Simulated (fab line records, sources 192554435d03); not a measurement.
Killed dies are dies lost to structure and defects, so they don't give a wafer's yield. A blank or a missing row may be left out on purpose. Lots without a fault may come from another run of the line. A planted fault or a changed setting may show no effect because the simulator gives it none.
Split-lot experiment | flow n5_finfet | 7 lots, 21 wafers read, on a route of 1938 steps

THE SPLIT
At N5_BEOL_M7_TRENCH_ETCH_37 (etches SiCOH lowk in C4F6/O2, target depth 93.478 nm, time 31.2 s), the setting source_w was moved away from the recipe's 345 W on 8 of the 21 wafers read, by -13.7% to +14.4%. The other wafers ran this setting at the recipe's value.

The reading is taken at the split's own step.

THE READING
rf_vpp_V, in V, at N5_BEOL_M7_TRENCH_ETCH_37 (etches SiCOH lowk in C4F6/O2, target depth 93.478 nm, time 31.2 s). Fault-free wafers of this fab line usually give 664 V, standard deviation 7.3 V.

wafer  | tool, chamber at the split | source_w as run, W | against the recipe | rf_vpp_V, V | against lot-mates on the recipe
L075.3 | rie_diel-02, 3             | 317.7              | -7.9%              | 701         | +38
L075.4 | rie_diel-02, 2             | 345                | recipe             | 663         | -
L075.5 | rie_diel-02, 0             | 317.7              | -7.9%              | 681         | +18
L077.1 | rie_diel-05, 1             | 345                | recipe             | 661         | -
L077.3 | rie_diel-05, 2             | 345                | recipe             | 668         | -
L077.6 | rie_diel-05, 1             | 345                | recipe             | 661         | -
L084.2 | rie_diel-06, 0             | 345                | recipe             | 671         | -
L084.5 | rie_diel-06, 1             | 345                | recipe             | 662         | -
L084.6 | rie_diel-06, 2             | 345                | recipe             | 673         | -
L086.1 | rie_diel-02, 3             | 307.7              | -10.8%             | 711         | no lot-mate on the recipe
L086.4 | rie_diel-02, 1             | 307.7              | -10.8%             | 716         | no lot-mate on the recipe
L086.6 | rie_diel-02, 0             | 307.7              | -10.8%             | 692         | no lot-mate on the recipe
L087.3 | rie_diel-05, 1             | 345                | recipe             | 660         | -
L087.4 | rie_diel-05, 3             | 394.7              | +14.4%             | 618         | -42
L087.6 | rie_diel-05, 0             | 345                | recipe             | 660         | -
L091.1 | rie_diel-06, 2             | 297.6              | -13.7%             | 727         | +74
L091.3 | rie_diel-06, 3             | 345                | recipe             | 653         | -
L091.4 | rie_diel-06, 0             | 297.6              | -13.7%             | 722         | +69
L097.4 | rie_diel-06, 3             | 345                | recipe             | 653         | -
L097.5 | rie_diel-06, 2             | 345                | recipe             | 674         | -
L097.6 | rie_diel-06, 0             | 345                | recipe             | 669         | -

THE FIT
A straight line over all 21 wafers: rf_vpp_V changes by -3.84 V for each +1% of source_w; r = -0.95; the points scatter about the line by 8.3 V.
The same after taking each lot's own level away (the mean of its wafers on the recipe; 18 wafers): -4.16 V for each +1%; r = -0.95; scatter 8.9 V.
On that fit, the largest move of source_w shifts the reading by 60 V.
The lots' own levels span 653.0 to 668.7 V, that is 2.1 times the standard deviation above.
So the lot-to-lot level changes the slope little: the two slopes agree.
Check: with one of the wafers moved furthest among these (+14.4%) left out of the fit, the line predicts -70.4 V for it against its lot-mates. It came out at -42 V against them.
Tool readings at the split's step, against how far the setting was moved: rf_vpp_V r = -0.95.

OTHER SPLITS ON THESE WAFERS
These wafers also went through other splits before the reading. Each is held against what the fit with the lots' levels taken away leaves over:
other split on the same wafers    | wafers away from the commonest value | r with rf_vpp_V (lot level and that fit taken away)
N5_BEOL_M6_PECVD_70 temp_c        | 10                                   | -0.20
N5_BEOL_M6_HM_DEP_02 target_thk_a | 9                                    | +0.14
N5_BEOL_M7_ETCH_61 source_w       | 7                                    | -0.04
N5_BEOL_M7_ETCH_62 source_w       | 5                                    | -0.13

THE FILE'S OWN FIT
rf_vpp_V changes by -3.92 V for each +1% of source_w, r = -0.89.
